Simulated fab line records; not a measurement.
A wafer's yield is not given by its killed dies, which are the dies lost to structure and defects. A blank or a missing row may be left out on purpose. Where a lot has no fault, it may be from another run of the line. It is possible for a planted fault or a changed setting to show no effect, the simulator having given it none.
Matching of chambers    flow nand_harc    NHARC_P_CONTACT_CMP_01 on cmp-02 has 4 sister chambers
The step polishes SiO2, target thk 200 nm. 20 wafers are shown with their chamber, then 10 later ones without.

## WAFERS PAIRED WITH THEIR CHAMBERS
wafer   chamber  motor_current_A (A)
L075.1  2        11.9
L075.2  3        10.7
L075.3  0        14.8
L075.4  1        13.2
L075.5  2        11.7
L075.6  3        10.8
L079.3  1        12.9
L079.5  2        12.6
L079.6  1        13.5
L081.2  1        12.7
L081.4  0        13.4
L081.5  2        11.8
L087.1  1        12.5
L087.3  0        13.5
L087.6  0        13.9
L088.4  0        14.7
L088.5  2        12.2
L088.6  3        10.7
L091.3  1        12.8
L091.5  0        13.7

SIGNATURES (averages over the wafers above)
reading          chamber 0  chamber 1  chamber 2  chamber 3  scatter within a chamber
motor_current_A  14.000     12.933     12.040     10.733     0.435
Rule: distance of a wafer from a chamber = root of the sum over the readings of ((wafer's reading minus chamber's mean) / reading's scatter) squared. If the next closest chamber is less than 2 further off than the closest, the wafer can't be placed; otherwise it belongs to the closest. The scatter: take each reading less its chamber's mean, square it, sum over the shown wafers, divide by the number of wafers less the number of chambers, and take the root.

## WAFERS WITHOUT THEIR CHAMBER
wafer   motor_current_A (A)
L091.6  12.7
L092.3  10.4
L092.5  14.3
L092.6  12.4
L094.2  10.6
L094.4  11.9
L094.6  13.8
L094.1  13.9
L094.3  12.6
L094.5  10.9

## THE CHAMBER EACH PASSED THROUGH
wafer   from the rows above      in truth
L091.6  can't be placed: 1 or 2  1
L092.3  3                        3
L092.5  0                        0
L092.6  can't be placed: 2 or 1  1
L094.2  3                        3
L094.4  2                        2
L094.6  can't be placed: 0 or 1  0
L094.1  can't be placed: 0 or 1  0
L094.3  can't be placed: 1 or 2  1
L094.5  3                        3
5 of 10 placed correctly. Can't be placed from these rows: 5 (the true chamber is among the candidates in 5). Number placed wrongly: 0.
